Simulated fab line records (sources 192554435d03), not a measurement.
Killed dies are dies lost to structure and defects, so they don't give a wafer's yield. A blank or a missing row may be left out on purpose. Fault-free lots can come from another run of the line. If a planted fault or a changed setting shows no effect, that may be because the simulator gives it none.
fab line records / flow n5_finfet
record: lots: 4 wafers: 12 last_day: 16
route steps=1938 shown FIN_SAQP@130 FIN_CUT@154 PASSIVATION@1936
lots untouched by any fault: they come from a run of this same line in which no faults occurred
start_h: hours from the record's first day to the start of the lot's first wafer shown / wait_h: hours since the lot's step before / " repeats the value in the row above / L1.1+2: one row covering several wafers at once / - no value, or no start given / * or withheld: withheld / < > ~ a bound
route shown NAME@n: names a module that has steps shown in the file, with the first one's number in the route / usual: mean/standard deviation of fault-free wafers / same: alike in all rows / chamber/n: place in a boat / sites: readings site by site / _std_site: their standard deviation / _edge_site: outer sites' mean less inner sites' / radius_mm: how far each site lies from the wafer's centre / mask NAME#n: copy n / behind: the last tool/chamber to shape the wafer / hold: cause of the lot's hold/its duration in hours/its outcome / device: which transistor (n, p or np) failed to switch / end of line: at the end of the route, the tests of the same wafers / a step given without rows: its recipe and nothing more / killed: dies that structure and defects cost at the first sort, which is not the same as the wafer's yield / map: per-die view of a wafer (x killed, . not killed, _ where there is no die)
set.NAME: the setting that was run; set.NAME@STEP: the one run at that earlier step / model.NAME: the simulator's own value behind a step, which no gauge read
lots at some steps of the route; a table a step, a row a wafer
services: the hour from which a tool's chamber was out of use, counted from the record's first day as start_h (under 0 if before that day), plus the number of hours and why
== steps ==
step: N5_FIN_SAQP_ETCH_65
recipe: chemistry: CF4 target: SiO2 target_depth_a: 40 ion_energy_ev: 350 time_s: 4.4 pressure_mtorr: 10 icp_w: 800 bias_w: 400 cf4_flow_sccm: 80
step: N5_FIN_SAQP_MANDREL_ETCH_58
recipe: chemistry: HBr/Cl2 target: a-Si target_depth_a: 450 bt_time_s: 10 stop_on: SiNx mask_material: SiO2 over_etch_frac: 0.8 time_s: 27 pressure_mtorr: 10 icp_w: 800 bias_w: 75 HBr_flow_sccm: 150 Cl2_flow_sccm: 80 ends: end_point
step: N5_FIN_SAQP_RECESS_63
recipe: chemistry: HF/NH3 target: SiO2 target_depth_a: 180 afs_cycles: 3 temp_c: 30 sublimation_temp_c: 180 sublimation_time_s: 60
step: N5_FIN_SAQP_COAT_68
recipe: resist: SOC temp_c: 250 time_s: 60 spin_rpm: 1500 resist_thk_nm: 100
step: N5_FIN_SAQP_ETCH_69
recipe: chemistry: N2/H2 target: SOC target_depth_a: 1500 stop_on: SiNx ion_energy_ev: 100 bias_w: 61 pressure_mtorr: 30 source_w: 850 n2_flow_sccm: 200 h2_flow_sccm: 200
step: N5_FIN_SAQP_ETCH_67
recipe: chemistry: CH3F/O2 target: SiNx target_depth_a: 300 mask_material: SOC pressure_mtorr: 30 source_w: 395 bias_w: 73 Ar_flow_sccm: 150 CH3F_flow_sccm: 30 O2_flow_sccm: 20 ion_energy_ev: 120
step: N5_FIN_SAQP_STRIP_70
recipe: chemistry: N2/H2 power_w: 500 temp_c: 40 pressure_mtorr: 50 rf_frequency_hz: 6e+07 overash_fraction: 0.3 bias_power_w: 28 h2_frac: 0.5 n2_flow_sccm: 300 h2_flow_sccm: 300
step: N5_FIN_SAQP_RECESS_71
recipe: chemistry: HF/NH3 target: SiO2 target_depth_a: 30 afs_cycles: 1 temp_c: 30 sublimation_temp_c: 180 sublimation_time_s: 60
step: N5_FIN_SAQP_SPACER2_ALD_28
recipe: material: SiO2 target_thk_a: 81 temp_c: 300 ald_precursor_family: BDEAS ald_co_reactant: O2-plasma pulse_time_s: 1 purge_time_s: 2 co_reactant_purge_time_s: 2 pressure_torr: 2
step: N5_FIN_SAQP_SPACER2_ETCHBACK_29
recipe: chemistry: CHF3/O2 mode: anisotropic_etchback target: SiO2 target_depth_a: 122 time_s: 6.1 pressure_mtorr: 30 source_w: 650 bias_w: 170 Ar_flow_sccm: 200 CHF3_flow_sccm: 50 O2_flow_sccm: 5 ion_energy_ev: 200
step: N5_FIN_SAQP_MANDREL2_REMOVE_60
recipe: chemistry: HBr/Cl2/O2 bt_time_s: 10 target: a-Si stop_on: SiNx endpoint: OES-SiCl over_etch_frac: 1 icp_w: 600 bias_w: 22 HBr_flow_sccm: 150 Cl2_flow_sccm: 80 O2_flow_sccm: 5 pressure_mtorr: 10
step: N5_FIN_SAQP_HM_OPEN_33
recipe: chemistry: CH3F/O2 target: SiNx mask_material: SiO2 target_depth_a: 494 time_s: 70.6 pressure_mtorr: 30 source_w: 395 bias_w: 73 Ar_flow_sccm: 150 CH3F_flow_sccm: 30 O2_flow_sccm: 20 ion_energy_ev: 120 ends: cleared
usual: drypump_motor_current_A: 5.8/0.46 etch_rf_on_time_s: 70.2/1.9 oes_product_au: 0.66/0.056 rf_vpp_V: 295/7.9 showerhead_plenum_p_Torr: 2.03/0.052 throttle_valve_pct: 16.41/0.24
lot.wafer=L921.1 tool=rie_diel-06 chamber=3 start_h=45.13 wait_h=0.1 drypump_motor_current_A=5.3 etch_rf_on_time_s=74.8 oes_product_au=0.56 rf_hours_counter_h=250 rf_vpp_V=299 showerhead_plenum_p_Torr=2.07 throttle_valve_pct=16.87
lot.wafer=L921.5 tool=rie_diel-06 chamber=0 start_h=45.13 wait_h=0.1 drypump_motor_current_A=5.7 etch_rf_on_time_s=68.9 oes_product_au=0.72 rf_hours_counter_h=- rf_vpp_V=282 showerhead_plenum_p_Torr=2.12 throttle_valve_pct=16.32
lot.wafer=L921.6 tool=rie_diel-06 chamber=3 start_h=45.13 wait_h=0.1 drypump_motor_current_A=5.3 etch_rf_on_time_s=75.9 oes_product_au=0.56 rf_hours_counter_h=- rf_vpp_V=298 showerhead_plenum_p_Torr=2.07 throttle_valve_pct=16.88
lot.wafer=L935.2 tool=rie_diel-06 chamber=3 start_h=128.31 wait_h=0.1 drypump_motor_current_A=5.3 etch_rf_on_time_s=69.2 oes_product_au=0.75 rf_hours_counter_h=21 rf_vpp_V=298 showerhead_plenum_p_Torr=2.07 throttle_valve_pct=16.35
lot.wafer=L935.5 tool=rie_diel-06 chamber=1 start_h=128.31 wait_h=0.1 drypump_motor_current_A=6.5 etch_rf_on_time_s=69.5 oes_product_au=0.60 rf_hours_counter_h=- rf_vpp_V=303 showerhead_plenum_p_Torr=2.06 throttle_valve_pct=16.65
lot.wafer=L935.6 tool=rie_diel-06 chamber=2 start_h=128.31 wait_h=0.1 drypump_motor_current_A=5.4 etch_rf_on_time_s=72.8 oes_product_au=0.63 rf_hours_counter_h=- rf_vpp_V=289 showerhead_plenum_p_Torr=1.99 throttle_valve_pct=16.23
lot.wafer=L936.2 tool=rie_diel-06 chamber=1 start_h=133.63 wait_h=0.2 drypump_motor_current_A=6.5 etch_rf_on_time_s=70.4 oes_product_au=0.60 rf_hours_counter_h=222 rf_vpp_V=303 showerhead_plenum_p_Torr=2.06 throttle_valve_pct=16.63
lot.wafer=L936.3 tool=rie_diel-06 chamber=3 start_h=133.63 wait_h=0.2 drypump_motor_current_A=5.3 etch_rf_on_time_s=71.7 oes_product_au=0.75 rf_hours_counter_h=22 rf_vpp_V=300 showerhead_plenum_p_Torr=2.07 throttle_valve_pct=16.38
lot.wafer=L936.6 tool=rie_diel-06 chamber=1 start_h=133.63 wait_h=0.2 drypump_motor_current_A=6.5 etch_rf_on_time_s=71.7 oes_product_au=0.60 rf_hours_counter_h=- rf_vpp_V=303 showerhead_plenum_p_Torr=2.06 throttle_valve_pct=16.65
lot.wafer=L938.1 tool=rie_diel-03 chamber=0 start_h=147.99 wait_h=0.4 drypump_motor_current_A=6.1 etch_rf_on_time_s=69.0 oes_product_au=0.61 rf_hours_counter_h=164 rf_vpp_V=279 showerhead_plenum_p_Torr=2.02 throttle_valve_pct=16.77
lot.wafer=L938.3 tool=rie_diel-03 chamber=3 start_h=147.99 wait_h=0.4 drypump_motor_current_A=6.3 etch_rf_on_time_s=70.4 oes_product_au=0.73 rf_hours_counter_h=67 rf_vpp_V=298 showerhead_plenum_p_Torr=1.94 throttle_valve_pct=15.90
lot.wafer=L938.4 tool=rie_diel-03 chamber=2 start_h=147.99 wait_h=0.4 drypump_motor_current_A=5.4 etch_rf_on_time_s=72.2 oes_product_au=0.62 rf_hours_counter_h=169 rf_vpp_V=302 showerhead_plenum_p_Torr=1.98 throttle_valve_pct=16.09
step: N5_FIN_SAQP_ETCH_34
recipe: chemistry: C4F6/O2 target: SiO2 target_depth_a: 450 time_s: 15 ion_energy_ev: 250 pressure_mtorr: 30 source_w: 345 bias_w: 185 Ar_flow_sccm: 300 C4F6_flow_sccm: 10 O2_flow_sccm: 10 ends: cleared
step: N5_FIN_SAQP_STRIP_77
recipe: chemistry: N2/H2 time_s: 90 power_w: 100 temp_c: 40 pressure_mtorr: 100 rf_frequency_hz: 6e+07 bias_power_w: 3 n2_flow_sccm: 300 h2_flow_sccm: 300
step: N5_FIN_SAQP_ETCH_64
recipe: chemistry: CF4 target: SiO2 target_depth_a: 15 ion_energy_ev: 350 pressure_mtorr: 10 icp_w: 800 bias_w: 400 cf4_flow_sccm: 80
step: N5_FIN_SAQP_FIN_ETCH_36
recipe: chemistry: HBr/Cl2/O2 target_depth_a: 1200 mask_material: SiNx time_s: 50.4 bias_w: 102 pressure_mtorr: 10 icp_w: 800 HBr_flow_sccm: 150 Cl2_flow_sccm: 80 O2_flow_sccm: 12
step: N5_FIN_SAQP_PRECLEAN_38
recipe: chemistry: O3/DIW time_s: 45 temp_c: 22 o3_ppm: 10
step: N5_FIN_SAQP_PRECLEAN_45
recipe: chemistry: dHF time_s: 10 dilution: 500:1 temp_c: 25
step: N5_FIN_SAQP_SRD_39
recipe: dry: ipa_marangoni time_s: 30 temp_c: 23 rinse_liquid: diw
step: N5_FIN_SAQP_INSPECT_40
recipe: inspect_instrument: brightfield mode: aei
usual: raw_defect_count: 254/72
lot.wafer=L921.1 tool=defect_inspect-02 chamber=- start_h=45.67 wait_h=0.0 raw_defect_count=277
lot.wafer=L921.5 tool=defect_inspect-02 chamber=- start_h=45.67 wait_h=0.0 raw_defect_count=205
lot.wafer=L921.6 tool=defect_inspect-02 chamber=- start_h=45.67 wait_h=0.0 raw_defect_count=138
lot.wafer=L935.2 tool=defect_inspect-01 chamber=- start_h=128.85 wait_h=0.0 raw_defect_count=728
lot.wafer=L935.5 tool=defect_inspect-01 chamber=- start_h=128.85 wait_h=0.0 raw_defect_count=613
lot.wafer=L935.6 tool=defect_inspect-01 chamber=- start_h=128.85 wait_h=0.0 raw_defect_count=676
lot.wafer=L936.2 tool=defect_inspect-01 chamber=- start_h=134.17 wait_h=0.0 raw_defect_count=619
lot.wafer=L936.3 tool=defect_inspect-01 chamber=- start_h=134.17 wait_h=0.0 raw_defect_count=565
lot.wafer=L936.6 tool=defect_inspect-01 chamber=- start_h=134.17 wait_h=0.0 raw_defect_count=714
lot.wafer=L938.1 tool=defect_inspect-02 chamber=- start_h=148.53 wait_h=0.0 raw_defect_count=400
lot.wafer=L938.3 tool=defect_inspect-02 chamber=- start_h=148.53 wait_h=0.0 raw_defect_count=358
lot.wafer=L938.4 tool=defect_inspect-02 chamber=- start_h=148.53 wait_h=0.0 raw_defect_count=294
step: N5_FIN_CUT_COAT_18
recipe: resist: SOC temp_c: 250 time_s: 60 spin_rpm: 1500 resist_thk_nm: 230
step: N5_FIN_CUT_COAT_19
recipe: resist: SiARC temp_c: 220 time_s: 60 spin_rpm: 1500 resist_thk_nm: 20
step: N5_FIN_CUT_COAT_29
recipe: resist: underlayer temp_c: 205 time_s: 60 spin_rpm: 1500 resist_thk_nm: 10
step: N5_FIN_CUT_COAT_02
recipe: resist: CAR-EUV spin_rpm: 1500 resist_thk_nm: 30
step: N5_FIN_CUT_EBR_04
recipe: solvent: PGMEA ebr_width_mm: 1.5
step: N5_FIN_CUT_SOFTBAKE_03
recipe: temp_c: 110 time_s: 60 resist: CAR-EUV
step: N5_FIN_CUT_EXPOSE_05
recipe: mask_id: FIN_CUT na: 0.33 source_shape: annular sigma_inner: 0.35 sigma_outer: 0.8 polarization: unpolarized dose_mj: 45.75
step: N5_FIN_CUT_PEB_06
recipe: peb_temp_c: 100 peb_time_s: 60 resist: CAR-EUV
step: N5_FIN_CUT_DEVELOP_07
recipe: develop_time_s: 30 developer: TMAH resist: CAR-EUV rinse_liquid: surfactant_rinse dry: air_spin dev_temp_c: 23
step: N5_FIN_CUT_INSPECT_10
recipe: mode: adi inspect_instrument: brightfield
usual: raw_defect_count: 46/13
lot.wafer=L921.1 tool=defect_inspect-02 chamber=- start_h=46.19 wait_h=0.1 raw_defect_count=54
lot.wafer=L921.5 tool=defect_inspect-02 chamber=- start_h=46.19 wait_h=0.1 raw_defect_count=40
lot.wafer=L921.6 tool=defect_inspect-02 chamber=- start_h=46.19 wait_h=0.1 raw_defect_count=35
lot.wafer=L935.2 tool=defect_inspect-01 chamber=- start_h=129.37 wait_h=0.0 raw_defect_count=479
lot.wafer=L935.5 tool=defect_inspect-01 chamber=- start_h=129.37 wait_h=0.0 raw_defect_count=431
lot.wafer=L935.6 tool=defect_inspect-01 chamber=- start_h=129.37 wait_h=0.0 raw_defect_count=430
lot.wafer=L936.2 tool=defect_inspect-01 chamber=- start_h=134.68 wait_h=0.0 raw_defect_count=429
lot.wafer=L936.3 tool=defect_inspect-01 chamber=- start_h=134.68 wait_h=0.0 raw_defect_count=414
lot.wafer=L936.6 tool=defect_inspect-01 chamber=- start_h=134.68 wait_h=0.0 raw_defect_count=445
lot.wafer=L938.1 tool=defect_inspect-01 chamber=- start_h=148.93 wait_h=0.1 raw_defect_count=52
lot.wafer=L938.3 tool=defect_inspect-01 chamber=- start_h=148.93 wait_h=0.1 raw_defect_count=67
lot.wafer=L938.4 tool=defect_inspect-01 chamber=- start_h=148.93 wait_h=0.1 raw_defect_count=60
step: N5_FIN_CUT_DESCUM_13
recipe: chemistry: O2 time_s: 7 source_power_w: 50 bias_power_w: 20 pressure_mtorr: 20 rf_frequency_hz: 2.712e+07 temp_c: 40 resist: CAR-EUV o2_flow_sccm: 225
step: N5_PASSIVATION_PROBE_49
usual: killed_at_M0_to_M3: 33/11 killed_at_M4_up: 13/5.2 killed_at_contacts: 11/5.7 killed_at_front_end: 39/11 killed_at_other: 4/3 killed_dies: 101/20 killed_on_rim: 13/4.1 killed_open: 66/15 killed_short: 33/8.4
same: gross_dies: 1180 killed_at_back_side: 0
lot.wafer=L921.1 tool=prober-01 chamber=- start_h=308.08 wait_h=0.0 killed_at_M0_to_M3=30 killed_at_M4_up=14 killed_at_contacts=13 killed_at_front_end=39 killed_at_other=6 killed_dies=102 killed_on_rim=13 killed_open=63 killed_short=36
lot.wafer=L921.5 tool=prober-01 chamber=- start_h=308.28 wait_h=0.2 killed_at_M0_to_M3=26 killed_at_M4_up=11 killed_at_contacts=13 killed_at_front_end=30 killed_at_other=5 killed_dies=85 killed_on_rim=15 killed_open=57 killed_short=25
lot.wafer=L921.6 tool=prober-01 chamber=- start_h=308.33 wait_h=0.3 killed_at_M0_to_M3=42 killed_at_M4_up=17 killed_at_contacts=29 killed_at_front_end=42 killed_at_other=10 killed_dies=140 killed_on_rim=15 killed_open=102 killed_short=37
lot.wafer=L936.2 tool=prober-01 chamber=- start_h=378.59 wait_h=0.1 killed_at_M0_to_M3=30 killed_at_M4_up=12 killed_at_contacts=11 killed_at_front_end=104 killed_at_other=2 killed_dies=159 killed_on_rim=31 killed_open=60 killed_short=28
lot.wafer=L936.3 tool=prober-01 chamber=- start_h=378.64 wait_h=0.1 killed_at_M0_to_M3=19 killed_at_M4_up=17 killed_at_contacts=8 killed_at_front_end=141 killed_at_other=2 killed_dies=187 killed_on_rim=13 killed_open=47 killed_short=30
lot.wafer=L936.6 tool=prober-01 chamber=- start_h=378.79 wait_h=0.3 killed_at_M0_to_M3=32 killed_at_M4_up=11 killed_at_contacts=11 killed_at_front_end=122 killed_at_other=2 killed_dies=178 killed_on_rim=36 killed_open=58 killed_short=35
lot.wafer=L935.2 tool=prober-02 chamber=- start_h=382.07 wait_h=0.1 killed_at_M0_to_M3=52 killed_at_M4_up=12 killed_at_contacts=6 killed_at_front_end=157 killed_at_other=1 killed_dies=228 killed_on_rim=25 killed_open=71 killed_short=42
lot.wafer=L935.5 tool=prober-02 chamber=- start_h=382.22 wait_h=0.2 killed_at_M0_to_M3=35 killed_at_M4_up=7 killed_at_contacts=4 killed_at_front_end=131 killed_at_other=9 killed_dies=186 killed_on_rim=28 killed_open=54 killed_short=52
lot.wafer=L935.6 tool=prober-02 chamber=- start_h=382.27 wait_h=0.3 killed_at_M0_to_M3=41 killed_at_M4_up=7 killed_at_contacts=9 killed_at_front_end=77 killed_at_other=1 killed_dies=135 killed_on_rim=29 killed_open=58 killed_short=32
lot.wafer=L938.1 tool=prober-01 chamber=- start_h=386.67 wait_h=0.0 killed_at_M0_to_M3=32 killed_at_M4_up=8 killed_at_contacts=12 killed_at_front_end=51 killed_at_other=4 killed_dies=107 killed_on_rim=13 killed_open=72 killed_short=34
lot.wafer=L938.3 tool=prober-01 chamber=- start_h=386.77 wait_h=0.1 killed_at_M0_to_M3=26 killed_at_M4_up=9 killed_at_contacts=12 killed_at_front_end=36 killed_at_other=5 killed_dies=88 killed_on_rim=4 killed_open=57 killed_short=30
lot.wafer=L938.4 tool=prober-01 chamber=- start_h=386.82 wait_h=0.2 killed_at_M0_to_M3=28 killed_at_M4_up=5 killed_at_contacts=11 killed_at_front_end=33 killed_at_other=12 killed_dies=89 killed_on_rim=13 killed_open=48 killed_short=38
killed by level:class
L921.1 FIN_SAQP:geometric_particle:open=13 FIN_SAQP:geometric_particle:short=11 BEOL_M3:geometric_particle:open=11 MOL_CONTACT_COAG:geometric_particle:open=10 BEOL_M0_SAQP:geometric_particle:short=10 BEOL_M4:geometric_particle:open=7 BEOL_M0_SAQP:geometric_particle:open=4 STARTING-WAFER:geometric_particle:short=4
L921.5 MOL_CONTACT_COAG:geometric_particle:open=9 STI_FIN_REVEAL:geometric_particle:open=8 BEOL_M0_SAQP:geometric_particle:short=7 BEOL_M0_SAQP:geometric_particle:open=6 FIN_SAQP:geometric_particle:short=5 DUMMY_GATE:geometric_particle:open=4 BEOL_M3:geometric_particle:open=4 GATE_CUT:geometric_particle:short=4
L921.6 BEOL_M3:geometric_particle:open=23 MOL_CONTACT_COAG:geometric_particle:open=20 BEOL_M4:geometric_particle:open=11 STI_FIN_REVEAL:geometric_particle:open=9 FIN_SAQP:geometric_particle:open=8 MOL_CONTACT_COAG:geometric_particle:short=8 FIN_SAQP:geometric_particle:short=6 ILD0:geometric_particle:open=6
L936.2 FIN_SAQP:unspecified=71 BEOL_M2:geometric_particle:open=11 FIN_SAQP:geometric_particle:short=10 FIN_SAQP:geometric_particle:open=9 MOL_CONTACT_COAG:geometric_particle:open=6 BEOL_M0_SAQP:geometric_particle:open=6 STI_FIN_REVEAL:geometric_particle:open=5 MOL_CONTACT_COAG:geometric_particle:short=5
L936.3 FIN_SAQP:unspecified=109 FIN_SAQP:geometric_particle:short=9 FIN_SAQP:geometric_particle:open=9 MOL_CONTACT_COAG:geometric_particle:open=6 BEOL_M2:geometric_particle:open=6 BEOL_M4:geometric_particle:open=6 GATE_CUT:geometric_particle:short=4 BEOL_M0_SAQP:geometric_particle:open=4
L936.6 FIN_SAQP:unspecified=76 STI_FIN_REVEAL:geometric_particle:open=10 MOL_CONTACT_COAG:geometric_particle:open=9 HKMG_FIN:area_etch=9 FIN_SAQP:geometric_particle:short=8 BEOL_M0_SAQP:geometric_particle:short=7 BEOL_M3:geometric_particle:open=6 BEOL_M0_SAQP:geometric_particle:open=6
L935.2 FIN_SAQP:unspecified=115 BEOL_M0_SAQP:geometric_particle:short=20 FIN_SAQP:geometric_particle:open=12 BEOL_M0_SAQP:geometric_particle:open=11 FIN_SAQP:geometric_particle:short=7 BEOL_M0:geometric_particle:open=7 BEOL_M2:geometric_particle:open=7 GATE_CUT:geometric_particle:short=6
L935.5 FIN_SAQP:unspecified=67 FIN_SAQP:geometric_particle:open=17 BEOL_M0_SAQP:geometric_particle:short=14 FIN_SAQP:geometric_particle:short=13 HKMG_FIN:area_etch=13 BEOL_M0_SAQP:geometric_particle:open=8 GATE_CUT:geometric_particle:open=4 GATE_CUT:geometric_particle:short=4
L935.6 FIN_SAQP:unspecified=44 BEOL_M0_SAQP:geometric_particle:open=15 BEOL_M0_SAQP:geometric_particle:short=11 FIN_SAQP:geometric_particle:short=8 MOL_CONTACT_COAG:geometric_particle:open=7 BEOL_M2:geometric_particle:open=6 FIN_SAQP:geometric_particle:open=5 BEOL_M3:geometric_particle:open=5
L938.1 BEOL_M3:geometric_particle:open=15 FIN_SAQP:geometric_particle:open=11 FIN_SAQP:geometric_particle:short=10 MOL_CONTACT_COAG:geometric_particle:open=10 GATE_CUT:geometric_particle:short=9 GATE_CUT:geometric_particle:open=9 BEOL_M2:geometric_particle:open=6 BEOL_M0_SAQP:geometric_particle:open=5
L938.3 BEOL_M3:geometric_particle:open=12 MOL_CONTACT_COAG:geometric_particle:open=11 GATE_CUT:geometric_particle:short=8 FIN_SAQP:geometric_particle:open=7 FIN_SAQP:geometric_particle:short=6 DUMMY_GATE:geometric_particle:open=5 BEOL_M2:geometric_particle:open=4 BEOL_M4:geometric_particle:open=4
L938.4 BEOL_M3:geometric_particle:open=14 FIN_SAQP:geometric_particle:open=7 GATE_CUT:geometric_particle:short=7 BEOL_M0_SAQP:geometric_particle:short=7 MOL_CONTACT_COAG:geometric_particle:open=6 MOL_CONTACT_COAG:geometric_particle:short=5 STI_FIN_REVEAL:geometric_particle:open=4 STARTING-WAFER:geometric_particle:short=4
map L935.2 (x killed, . not)
_________________.xx..x.x.x..________________
______________.xx.xxxxxxx......._____________
___________.....xxx.xxxxxxx........__________
__________x.xx.xxxxxxxxx.x.x........_________
________...x.x...xxxxxxxxxxx.x........_______
_______....x..xxxxxxxxxxxxxx.x.....x...______
______x..........xxxxxxxxxxx............_____
_____.........x.xxxxxxxxxxxxxx...........____
____.....x....x.xxxxxxxxxxxx........x.....___
___............x..xxxxxxxxx.xx.............__
___...xx....x.....xxxx.xx.xx..x............__
__...x..xx.....x.....xx...xxx..x.xx........._
__...............x......x.x................._
_.......x.....x.............x......x.....x...
_.......x.x....x......x...x..x.....x...x.....
_............................................
_...xx........x...x.............x............
_x..x...x.......x............x...............
_x..............x....x..............x.......x
_.......x.....xx....x.......................x
_.................................x..........
__...........x..............x......xx......._
__x................x.......x.........x......_
___..........x.x.................x..xxx....__
___......................x.................__
____......................x........x......___
_____..............x.....................____
______....................x..x........x._____
_______..x...........x.........x.x....x______
________..............x.x.....xx....x._______
__________.x.x..................x..x_________
___________.........x..........x..x__________
______________x....x...x........_____________
_________________.....x...xx.________________
map L936.3 (x killed, . not)
_________________..xx.x......________________
______________...xxxxxx.x..x...._____________
___________.x.x.xxx.x.xx..xx.......__________
__________.......x.xxxxxxxx........._________
________.x...x..xxxxxxxxxxx.x........._______
_______.........xxxxxxxxxxxx........xx.______
______.....x..xxxxxxxxxxxxx............._____
_____....x...xxxxxxxxxxxxx..x............____
____............xxxxxxxxxxxxxx...x........___
___...x...x..x....xx.xxxxx.....x...........__
___.............xx.x.xx.x.x................__
__.........x.....xx.x..x.............x......_
__x................x.x......................_
_...x.x................x............x........
_.x....x...x.x.......x.......................
_..........x.x.........xx.......x.x.....x....
_....x...................x.......x...........
_...................x...x....................
_...................x...........x...x.....x..
_..x.....x.x......x.....................x....
_......................xx....................
__...........................x........x....._
__x.x............x.....x............x.....x._
___xx..........xx..........xx..............__
___...x....x...............................__
____........................x.............___
_____......x..........x..........x.......____
______..................x..............._____
_______................................______
________.....................x........_______
__________.......................x.._________
___________...................x....__________
______________..........x......._____________
_________________.x..........________________
== services ==
tool=rie_diel-06 chamber=0 start_h=27.07 hours=16.7 kind=repair
tool=rie_diel-06 chamber=3 start_h=46.41 hours=- kind=clean
tool=rie_diel-06 chamber=3 start_h=46.41 hours=- kind=consumable_replace:focus_ring
tool=rie_diel-06 chamber=3 start_h=46.41 hours=16.0 kind=scheduled_down
tool=rie_diel-06 chamber=3 start_h=46.41 hours=16.0 kind=vent_cycle
tool=rie_diel-03 chamber=3 start_h=52.75 hours=23.1 kind=repair
tool=rie_diel-03 chamber=1 start_h=92.41 hours=36.0 kind=repair
== key ==
first_sign: step: N5_FIN_SAQP_INSPECT_40 reading: raw_defect_count direction: up sigmas: 5.5 usual: 254 struck: 652
effect: step: N5_FIN_CUT_INSPECT_10 reading: raw_defect_count direction: up sigmas: 31 usual: 46 struck: 438
effect: step: N5_PASSIVATION_PROBE_49 reading: killed_at_front_end direction: up sigmas: 7.5 usual: 39 struck: 122
more_kills_born_at: N5_FIN_SAQP_HM_OPEN_33@rie_diel-06: 482
met_at N5_FIN_SAQP_HM_OPEN_33
struck_wafers L935.2,L935.5,L935.6,L936.2,L936.3,L936.6
tester_left_out L935,L936
baseline_loss: step: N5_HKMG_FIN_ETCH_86 wafers: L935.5
onset_between 45.13 128.31
fault: kind: chamber_particle_source tool: rie_diel-06 chamber: - onset_h: 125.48 steps: N5_FIN_SAQP_HM_OPEN_33 rate_per_visit_cm2: 0.63891 end_h: 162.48
tester_left_out: of these lots the tester's yield and bins aren't shown, on N5 and GAA mostly nor the transistor test; their killed dies are dies lost to structure and defects alone, not to doping, threshold or leakage, so they don't give the yield
baseline_loss: these wafers lose ten dies or more at that step, a loss of the line's own and not of a fault; the sort's usual values leave them out
